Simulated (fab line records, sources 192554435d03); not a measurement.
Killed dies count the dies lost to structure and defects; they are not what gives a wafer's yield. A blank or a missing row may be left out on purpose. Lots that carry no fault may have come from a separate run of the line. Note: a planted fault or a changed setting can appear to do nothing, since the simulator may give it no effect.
Split-lot trial / flow n5_finfet / on a route of 1938 steps: 7 lots, 39 wafers read

== THE SPLIT ==
At N5_MOL_CONTACT_COAG_ETCH_47 (etches SiNx in CH3F/O2, stops on W, target depth 27 nm), the setting source_w was moved away from the recipe's 395 W on 12 of the 39 wafers read, by -5.2% to +14.7%. All remaining wafers had this setting at the recipe value.

Reading taken at the split's own step.

== THE READING ==
rf_vpp_V, in V, at N5_MOL_CONTACT_COAG_ETCH_47 (etches SiNx in CH3F/O2, stops on W, target depth 27 nm). A value of 297.0 V with a standard deviation of 2.1 V is what fault-free wafers of this fab line usually give.

wafer=L080.1; tool, chamber at the split=rie_diel-05, 3; source_w as run, W=395; against the recipe=recipe; rf_vpp_V, V=296.6; against lot-mates on the recipe=-
wafer=L080.2; tool, chamber at the split=rie_diel-05, 1; source_w as run, W=395; against the recipe=recipe; rf_vpp_V, V=299.4; against lot-mates on the recipe=-
wafer=L080.3; tool, chamber at the split=rie_diel-05, 0; source_w as run, W=395; against the recipe=recipe; rf_vpp_V, V=293.0; against lot-mates on the recipe=-
wafer=L080.4; tool, chamber at the split=rie_diel-05, 2; source_w as run, W=442.6; against the recipe=+12.1%; rf_vpp_V, V=283.0; against lot-mates on the recipe=-13.3
wafer=L080.5; tool, chamber at the split=rie_diel-05, 1; source_w as run, W=442.6; against the recipe=+12.1%; rf_vpp_V, V=284.0; against lot-mates on the recipe=-12.3
wafer=L080.6; tool, chamber at the split=rie_diel-05, 2; source_w as run, W=442.6; against the recipe=+12.1%; rf_vpp_V, V=280.8; against lot-mates on the recipe=-15.5
wafer=L088.1; tool, chamber at the split=rie_diel-05, 3; source_w as run, W=395; against the recipe=recipe; rf_vpp_V, V=296.6; against lot-mates on the recipe=-
wafer=L088.2; tool, chamber at the split=rie_diel-05, 2; source_w as run, W=422.6; against the recipe=+7.0%; rf_vpp_V, V=288.5; against lot-mates on the recipe=-7.6
wafer=L088.3; tool, chamber at the split=rie_diel-05, 0; source_w as run, W=395; against the recipe=recipe; rf_vpp_V, V=294.0; against lot-mates on the recipe=-
wafer=L088.4; tool, chamber at the split=rie_diel-05, 3; source_w as run, W=422.6; against the recipe=+7.0%; rf_vpp_V, V=287.4; against lot-mates on the recipe=-8.7
wafer=L088.5; tool, chamber at the split=rie_diel-05, 2; source_w as run, W=395; against the recipe=recipe; rf_vpp_V, V=297.7; against lot-mates on the recipe=-
wafer=L088.6; tool, chamber at the split=rie_diel-05, 0; source_w as run, W=422.6; against the recipe=+7.0%; rf_vpp_V, V=284.5; against lot-mates on the recipe=-11.6
wafer=L091.1; tool, chamber at the split=rie_diel-05, 0; source_w as run, W=395; against the recipe=recipe; rf_vpp_V, V=293.5; against lot-mates on the recipe=-
wafer=L091.2; tool, chamber at the split=rie_diel-05, 2; source_w as run, W=395; against the recipe=recipe; rf_vpp_V, V=297.2; against lot-mates on the recipe=-
wafer=L091.5; tool, chamber at the split=rie_diel-05, 0; source_w as run, W=395; against the recipe=recipe; rf_vpp_V, V=294.0; against lot-mates on the recipe=-
wafer=L094.1; tool, chamber at the split=rie_diel-01, 2; source_w as run, W=395; against the recipe=recipe; rf_vpp_V, V=293.9; against lot-mates on the recipe=-
wafer=L094.2; tool, chamber at the split=rie_diel-01, 0; source_w as run, W=395; against the recipe=recipe; rf_vpp_V, V=297.5; against lot-mates on the recipe=-
wafer=L094.3; tool, chamber at the split=rie_diel-01, 3; source_w as run, W=395; against the recipe=recipe; rf_vpp_V, V=299.0; against lot-mates on the recipe=-
wafer=L094.4; tool, chamber at the split=rie_diel-01, 1; source_w as run, W=395; against the recipe=recipe; rf_vpp_V, V=299.0; against lot-mates on the recipe=-
wafer=L094.5; tool, chamber at the split=rie_diel-01, 0; source_w as run, W=395; against the recipe=recipe; rf_vpp_V, V=298.9; against lot-mates on the recipe=-
wafer=L094.6; tool, chamber at the split=rie_diel-01, 3; source_w as run, W=395; against the recipe=recipe; rf_vpp_V, V=301.7; against lot-mates on the recipe=-
wafer=L095.1; tool, chamber at the split=rie_diel-02, 3; source_w as run, W=395; against the recipe=recipe; rf_vpp_V, V=296.4; against lot-mates on the recipe=-
wafer=L095.2; tool, chamber at the split=rie_diel-02, 0; source_w as run, W=395; against the recipe=recipe; rf_vpp_V, V=297.1; against lot-mates on the recipe=-
wafer=L095.3; tool, chamber at the split=rie_diel-02, 2; source_w as run, W=395; against the recipe=recipe; rf_vpp_V, V=293.3; against lot-mates on the recipe=-
wafer=L095.4; tool, chamber at the split=rie_diel-02, 1; source_w as run, W=395; against the recipe=recipe; rf_vpp_V, V=300.0; against lot-mates on the recipe=-
wafer=L095.5; tool, chamber at the split=rie_diel-02, 0; source_w as run, W=395; against the recipe=recipe; rf_vpp_V, V=297.9; against lot-mates on the recipe=-
wafer=L095.6; tool, chamber at the split=rie_diel-02, 3; source_w as run, W=395; against the recipe=recipe; rf_vpp_V, V=299.1; against lot-mates on the recipe=-
wafer=L096.1; tool, chamber at the split=rie_diel-02, 1; source_w as run, W=395; against the recipe=recipe; rf_vpp_V, V=299.1; against lot-mates on the recipe=-
wafer=L096.2; tool, chamber at the split=rie_diel-02, 0; source_w as run, W=453.1; against the recipe=+14.7%; rf_vpp_V, V=278.1; against lot-mates on the recipe=-17.6
wafer=L096.3; tool, chamber at the split=rie_diel-02, 3; source_w as run, W=453.1; against the recipe=+14.7%; rf_vpp_V, V=277.8; against lot-mates on the recipe=-17.9
wafer=L096.4; tool, chamber at the split=rie_diel-02, 2; source_w as run, W=395; against the recipe=recipe; rf_vpp_V, V=294.9; against lot-mates on the recipe=-
wafer=L096.5; tool, chamber at the split=rie_diel-02, 1; source_w as run, W=453.1; against the recipe=+14.7%; rf_vpp_V, V=280.7; against lot-mates on the recipe=-15.0
wafer=L096.6; tool, chamber at the split=rie_diel-02, 2; source_w as run, W=395; against the recipe=recipe; rf_vpp_V, V=293.2; against lot-mates on the recipe=-
wafer=L097.1; tool, chamber at the split=rie_diel-01, 2; source_w as run, W=395; against the recipe=recipe; rf_vpp_V, V=294.2; against lot-mates on the recipe=-
wafer=L097.2; tool, chamber at the split=rie_diel-01, 0; source_w as run, W=374.5; against the recipe=-5.2%; rf_vpp_V, V=304.7; against lot-mates on the recipe=+8.6
wafer=L097.3; tool, chamber at the split=rie_diel-01, 3; source_w as run, W=395; against the recipe=recipe; rf_vpp_V, V=299.4; against lot-mates on the recipe=-
wafer=L097.4; tool, chamber at the split=rie_diel-01, 3; source_w as run, W=374.5; against the recipe=-5.2%; rf_vpp_V, V=305.5; against lot-mates on the recipe=+9.4
wafer=L097.5; tool, chamber at the split=rie_diel-01, 2; source_w as run, W=395; against the recipe=recipe; rf_vpp_V, V=294.8; against lot-mates on the recipe=-
wafer=L097.6; tool, chamber at the split=rie_diel-01, 0; source_w as run, W=374.5; against the recipe=-5.2%; rf_vpp_V, V=303.9; against lot-mates on the recipe=+7.8

FIT RESULTS
A straight line over all 39 wafers: rf_vpp_V changes by -1.25 V for each +1% of source_w; r = -0.95; the points scatter about the line by 2.3 V.
The same after taking each lot's own level away (the mean of its wafers on the recipe; 39 wafers): -1.21 V for each +1%; r = -0.95; scatter 2.2 V.
That fit puts the effect of the largest move of source_w on the reading at 18 V.
The span of the lots' own levels, 294.90 to 298.33 V, comes to 1.6 times the standard deviation stated above.
The two slopes are in agreement: the lot-to-lot level therefore moves the slope only a little.
Check: for one of the wafers moved furthest among these (+14.7%), held out of the fit, the line's prediction against its lot-mates is -17.6 V. It came out at -17.6 V against them.
Tool readings at the split's step, against how far the setting was moved: etch_rf_on_time_s r = -0.81; rf_vpp_V r = -0.95.

== OTHER SPLITS APPLIED TO THESE WAFERS ==
Note: prior to the reading, these wafers also went through further splits. Each is held against what the fit with the lots' levels taken away leaves over:
other split on the same wafers=N5_WELL_APT_IMPLANT_14 energy_kev; wafers away from the commonest value=15; r with rf_vpp_V (lot level and that fit taken away)=-0.12
other split on the same wafers=N5_SD_ACTIVATION_LSA_01 temp_c; wafers away from the commonest value=12; r with rf_vpp_V (lot level and that fit taken away)=-0.22

== THE WHOLE CHAIN: every reading that the file lists as answering this split, in the file's order ==
step=N5_MOL_CONTACT_COAG_ETCH_47; what it does=etches SiNx in CH3F/O2, stops on W, target depth 27 nm; reading=etch_rf_on_time_s; change (the file's fit)=withheld for each +1% of the setting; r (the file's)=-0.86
step=N5_MOL_CONTACT_COAG_ETCH_47; what it does=etches SiNx in CH3F/O2, stops on W, target depth 27 nm; reading=rf_vpp_V; change (the file's fit)=-1.2 V for each +1% of the setting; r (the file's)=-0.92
step=N5_MOL_CONTACT_COAG_ETCH_47; what it does=etches SiNx in CH3F/O2, stops on W, target depth 27 nm; reading=etch.t_clear_s (the simulator's own value, which no gauge read); change (the file's fit)=-0.131 s for each +1% of the setting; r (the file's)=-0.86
step=N5_MOL_CONTACT_COAG_ETCH_47; what it does=etches SiNx in CH3F/O2, stops on W, target depth 27 nm; reading=etch.over_etch_s (the simulator's own value, which no gauge read); change (the file's fit)=-0.0262 s for each +1% of the setting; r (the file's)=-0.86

== THE FILE'S OWN FIT ==
rf_vpp_V changes by -1.2 V for each +1% of source_w, r = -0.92.
